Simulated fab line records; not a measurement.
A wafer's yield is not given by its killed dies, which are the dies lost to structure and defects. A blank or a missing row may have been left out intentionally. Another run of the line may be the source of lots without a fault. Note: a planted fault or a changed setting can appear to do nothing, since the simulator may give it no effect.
Problem report in the 8D (eight disciplines) form, filled by code || flow n5 finfet || the parts of the form that need people (team, actions taken, sign-off) are left out

== 1. THE PROBLEM ==
Wafers without a fault read 0.73 a.u., standard deviation 0.054; oes product au at N5_BEOL_M2_HM_OPEN_17 reads a mean of 0.32 a.u. on 6 wafers belonging to 2 lots. Measured from the usual mean, that is -7.6 standard deviations.
The step: chemistry Cl2/BCl3, target TiN, target depth 20 nm, overetch 6 nm.
First observed at day 11 12:17: wafer L420.2, on rie metal-02. At this step, 42 wafers from 14 lots have a number in the record. By rule, "out" or "out of limits" means more than 4 standard deviations away from the usual mean. All remaining wafers that have a number are taken as sound.

== 2. WHAT IT IS, AND WHAT IT ISN'T ==
{"question": "which readings at this step", "is": "oes product au", "is not": "-"}
{"question": "which lots", "is": "L420, L421", "is not": "L400, L401, L402, L404, L406, L407, L409, L410, L411, L413, L414, L423"}
{"question": "which wafers of those lots", "is": "all that have a number", "is not": "-"}
{"question": "read on which tools", "is": "rie metal-02, rie metal-03", "is not": "rie metal-01"}
{"question": "when", "is": "from day 11 12:17", "is not": "up to then (33 sound wafers); but 3 sound wafers of L423 came after"}

== 3. THE SUSPECTS, EACH WITH WHAT RULES IT OUT ==
Counting: a tool at a process step up to the reading stays a suspect if it ran every lot that is out and no sound lot after the first of them.
- pvd sputter-01 at N5_BEOL_M2_HM_DEP_02 (deposits TiN, target thk 20 nm): kept. It processed each lot that is out, first L420 at day 11 11:21, and no sound lot thereafter; up to then, the last sound lot it processed was L414 at day 9 22:40.
After counting, what remains is pvd sputter-01 at N5_BEOL_M2_HM_DEP_02.

== 4. THE CAUSE (what the simulator had put in) ==
Skipped step whole: pvd sputter-01, from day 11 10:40 on, at N5_BEOL_M2_HM_DEP_02. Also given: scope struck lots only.
The count eliminated every tool but this one.

== 5. THE CHAIN OF EFFECTS, in route order ==
Each row: a reading where the mean over the struck wafers with a number is more than 3 standard deviations away from the usual. Only readings whose record carries a usual standard deviation are examined. hours: median over the lots of the time between each lot's start at the first step of this table that gives one and its start at this step. sigmas: the change, counted in usual standard deviations.
{"hours": 0, "step": "N5_BEOL_M2_HM_OPEN_17", "reading": "oes product au", "usual": "0.73 a.u.", "on struck wafers": 0.32, "change": -0.41, "sigmas": -7.6}
{"hours": 0, "step": "N5_BEOL_M2_HM_OPEN_17", "reading": "throttle valve pct", "usual": "22.20 %", "on struck wafers": 22.81, "change": "+0.61", "sigmas": "+3.8"}
Its process steps:
- N5_BEOL_M2_HM_OPEN_17: chemistry Cl2/BCl3, target TiN, target depth 20 nm, overetch 6 nm.
Readings that are blank on the struck wafers while sound wafers have them: chamber pressure pa at N5_BEOL_M2_HM_DEP_02; substrate temp c at N5_BEOL_M2_HM_DEP_02; throttle valve pct at N5_BEOL_M2_HM_DEP_02; cd nm at N5_BEOL_M2_CD_MEAS_18.

== 6. HOW IT WOULD HAVE BEEN CAUGHT EARLIER ==
In this record the first reading out of limits was taken at day 11 12:17, 2 hours after the fault began at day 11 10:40.
At N5_BEOL_M2_HM_DEP_02 the tool's readings are blank on the struck wafers, where sound wafers have them: an empty tool record is the first sign, and it was there at once.
Of the lots that are out (2), L421 began N5_BEOL_M2_HM_DEP_02 on pvd sputter-01 after day 11 12:17. It would have been spared by a hold on the tool at that moment.
